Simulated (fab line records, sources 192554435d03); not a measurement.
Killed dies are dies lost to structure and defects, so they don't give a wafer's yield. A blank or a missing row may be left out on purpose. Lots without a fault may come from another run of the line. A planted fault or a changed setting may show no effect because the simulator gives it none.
Which tool did it? | flow n5_finfet | 7 lots, 18 wafers sampled, at 1 step of a route of 1938

WHAT THE GAUGES READ, wafer by wafer
N5_BEOL_M9_INSPECT_58: inspects for defects (darkfield).
lot  | measured     | on                | raw_defect_count
L563 | day 10 09:04 | defect_inspect-02 | 92 73
L565 | day 11 03:31 | defect_inspect-02 | 57 60 71
L570 | day 12 17:37 | defect_inspect-02 | 37 104 77
L574 | day 13 01:37 | defect_inspect-01 | 75 38 58
L578 | day 14 07:30 | defect_inspect-02 | 56 59 68
L579 | day 14 17:58 | defect_inspect-02 | 95 82
L583 | day 15 18:41 | defect_inspect-02 | 84 99

WHICH TOOL RAN EACH LOT (tool, then ch and the chambers of the sampled wafers, then the start)
The record holds no process step before these readings.

THE ANSWER, worked out from the rows above alone
Rule: what is usual is taken from the lots themselves. Put in order of their means at a reading, lots are off if they are a third of the lots or fewer, leave a main group of 4 or more, and stand apart from it by a gap of 3 or more times the standard deviation of the main group's means; of several such gaps the widest counts. A main group whose means are all the same, to the digits that the tables above print for the reading, isn't used. A lot without any number at a reading at which 4 lots or more have one is off too. The other lots that the step has rows for count as sound.
No lot is off at any reading shown: from this, nothing can be told.

WHAT THE SIMULATOR HAD PUT IN
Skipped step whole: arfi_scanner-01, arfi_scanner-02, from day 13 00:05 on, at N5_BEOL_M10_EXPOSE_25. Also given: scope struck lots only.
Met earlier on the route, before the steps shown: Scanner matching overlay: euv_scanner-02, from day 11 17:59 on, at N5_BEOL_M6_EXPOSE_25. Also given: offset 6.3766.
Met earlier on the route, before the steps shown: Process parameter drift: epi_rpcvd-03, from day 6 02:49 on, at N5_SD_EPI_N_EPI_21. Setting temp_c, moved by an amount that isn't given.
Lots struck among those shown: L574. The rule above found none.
